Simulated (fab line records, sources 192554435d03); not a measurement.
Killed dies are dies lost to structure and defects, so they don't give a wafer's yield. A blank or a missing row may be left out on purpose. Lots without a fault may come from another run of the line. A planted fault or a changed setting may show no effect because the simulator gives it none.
One fault seen from 2 desks | flow n5_finfet | each desk has only its own numbers; what lay behind them comes last

THE METROLOGY DESK
What the gauges read, lot by lot, whatever tool the lot ran on: means of the sampled wafers that have a number. A lot is out of limits, marked OUT, if its mean lies more than 4 standard deviations from the usual mean; the brackets give that distance.
Columns: A = V10_OVL at N5_BEOL_M11_OVL_MEAS_29, usual 0.1 nm
lot  | first seen here | A
L768 | day 13 14:11    | 0.4
L767 | day 13 14:21    | -0.4
L770 | day 13 21:56    | 0.7
L771 | day 14 03:52    | 0.2
L773 | day 14 10:28    | 0.3
L775 | day 15 13:56    | 0.7
L777 | day 15 17:17    | -0.2
L776 | day 15 18:10    | 0.1
L779 | day 17 01:42    | 0.5
L782 | day 17 01:52    | -0.7
L781 | day 17 04:38    | 0.0
L786 | day 18 20:45    | -0.1
This desk's finding: nothing out of limits on any of the 12 lots.

THE TOOL OWNER'S DESK: rie_diel-05
The tool's own readings at N5_BEOL_M11_ETCH_65 (etches SiARC in CF4, target depth 39 nm, time 65 s): means of the sampled wafers that have a number, for each lot that ran on this tool. A lot is out of limits, marked OUT, if its mean lies more than 4 standard deviations from the usual mean; the brackets give that distance.
Columns: A = drypump_motor_current_A at N5_BEOL_M11_ETCH_65, usual 5.8 A; B = etch_rf_on_time_s at N5_BEOL_M11_ETCH_65, usual 64.9 s; C = oes_product_au at N5_BEOL_M11_ETCH_65, usual 0.66 a.u.; D = rf_vpp_V at N5_BEOL_M11_ETCH_65, usual 183.8 V; E = showerhead_plenum_p_Torr at N5_BEOL_M11_ETCH_65, usual 2.12 Torr; F = throttle_valve_pct at N5_BEOL_M11_ETCH_65, usual 15.66 %
lot  | first seen here | A   | B              | C    | D     | E    | F
L768 | day 13 14:42    | 5.8 | 64.8           | 0.65 | 183.3 | 2.14 | 15.61
L770 | day 13 22:06    | 5.6 | 64.9           | 0.74 | 183.7 | 2.15 | 15.42
L771 | day 14 03:58    | 5.6 | 64.4           | 0.73 | 183.5 | 2.14 | 15.43
L777 | day 15 18:25    | 6.0 | 65.1           | 0.76 | 184.4 | 2.11 | 15.40
L776 | day 15 19:06    | 5.9 | 65.4           | 0.71 | 184.1 | 2.13 | 15.49
L782 | day 17 01:59    | 5.5 | 52.3 (-14) OUT | 0.89 | 184.4 | 2.13 | 15.27
L781 | day 17 04:44    | 5.4 | 40.2 (-28) OUT | 0.93 | 183.9 | 2.15 | 15.41
This desk's finding: out of limits on L781, L782; first on L782, day 17 01:59 (etch_rf_on_time_s at N5_BEOL_M11_ETCH_65). In limits: L768, L770, L771, L777, L776.

PUT TOGETHER
The tool owner's desk could have raised an alarm at day 17 01:59, on L781, L782.
The metrology desk saw nothing out of limits.
The metrology desk has L781, L782 on record, within its limits.
Of the lots named, all ran N5_BEOL_M11_ETCH_65 on rie_diel-05.

WHAT THE SIMULATOR HAD PUT IN
Process parameter drift: rie_diel-05, from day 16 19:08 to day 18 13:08, at N5_BEOL_M11_ETCH_65. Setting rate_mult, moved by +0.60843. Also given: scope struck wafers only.
Lots struck among those shown: L781, L782.
Hours from the fault's start to each desk's first reading out of limits: the tool owner's desk, 7.
